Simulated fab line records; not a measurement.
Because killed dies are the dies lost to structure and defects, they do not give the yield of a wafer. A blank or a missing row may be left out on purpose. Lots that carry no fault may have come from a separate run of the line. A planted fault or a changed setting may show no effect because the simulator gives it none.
Matching of chambers / flow n5 finfet / rie diel-03 running N5_BEOL_M0_SAQP_STRIP_108: 4 sister chambers
The step strips in N2/H2. 8 wafers are shown with their chamber, then 8 later ones without.

== EACH WAFER AND ITS CHAMBER ==
wafer=L079.6; chamber=3; showerhead plenum p Torr (Torr)=3.46; drypump motor current A (A)=6.4
wafer=L080.4; chamber=0; showerhead plenum p Torr (Torr)=3.37; drypump motor current A (A)=5.3
wafer=L081.3; chamber=3; showerhead plenum p Torr (Torr)=3.45; drypump motor current A (A)=6.5
wafer=L081.5; chamber=2; showerhead plenum p Torr (Torr)=3.32; drypump motor current A (A)=6.5
wafer=L083.4; chamber=2; showerhead plenum p Torr (Torr)=3.32; drypump motor current A (A)=6.6
wafer=L083.5; chamber=1; showerhead plenum p Torr (Torr)=3.30; drypump motor current A (A)=5.8
wafer=L083.6; chamber=0; showerhead plenum p Torr (Torr)=3.37; drypump motor current A (A)=5.3
wafer=L092.1; chamber=1; showerhead plenum p Torr (Torr)=3.29; drypump motor current A (A)=5.9

== WAFERS WITHOUT THEIR CHAMBER ==
wafer=L092.3; showerhead plenum p Torr (Torr)=3.45; drypump motor current A (A)=6.4
wafer=L092.4; showerhead plenum p Torr (Torr)=3.31; drypump motor current A (A)=6.6
wafer=L093.1; showerhead plenum p Torr (Torr)=3.31; drypump motor current A (A)=6.6
wafer=L093.5; showerhead plenum p Torr (Torr)=3.29; drypump motor current A (A)=5.8
wafer=L093.6; showerhead plenum p Torr (Torr)=3.36; drypump motor current A (A)=5.3
wafer=L094.2; showerhead plenum p Torr (Torr)=3.35; drypump motor current A (A)=5.3
wafer=L094.3; showerhead plenum p Torr (Torr)=3.29; drypump motor current A (A)=5.9
wafer=L094.5; showerhead plenum p Torr (Torr)=3.29; drypump motor current A (A)=5.8

== WHICH CHAMBER EACH ONE RAN IN ==
wafer=L092.3; from the rows above=3; in truth=3
wafer=L092.4; from the rows above=2; in truth=2
wafer=L093.1; from the rows above=2; in truth=2
wafer=L093.5; from the rows above=1; in truth=1
wafer=L093.6; from the rows above=0; in truth=0
wafer=L094.2; from the rows above=0; in truth=0
wafer=L094.3; from the rows above=1; in truth=1
wafer=L094.5; from the rows above=1; in truth=1
Placed correctly: 8 of 8. Left unplaced by these rows: 0. Number placed wrongly: 0.
How it was worked out, from the rows above alone: a wafer's distance from a chamber is the root of the sum, over the readings, of the square of ((its reading less the chamber's mean) divided by the reading's scatter). If the next closest chamber is less than 2 further off than the closest, the wafer can't be placed; otherwise it belongs to the closest. Each chamber's mean is taken over the wafers shown for it. The scatter: the root of (the sum of the squares of (reading less its chamber's mean) over the shown wafers, divided by (wafers less chambers)).
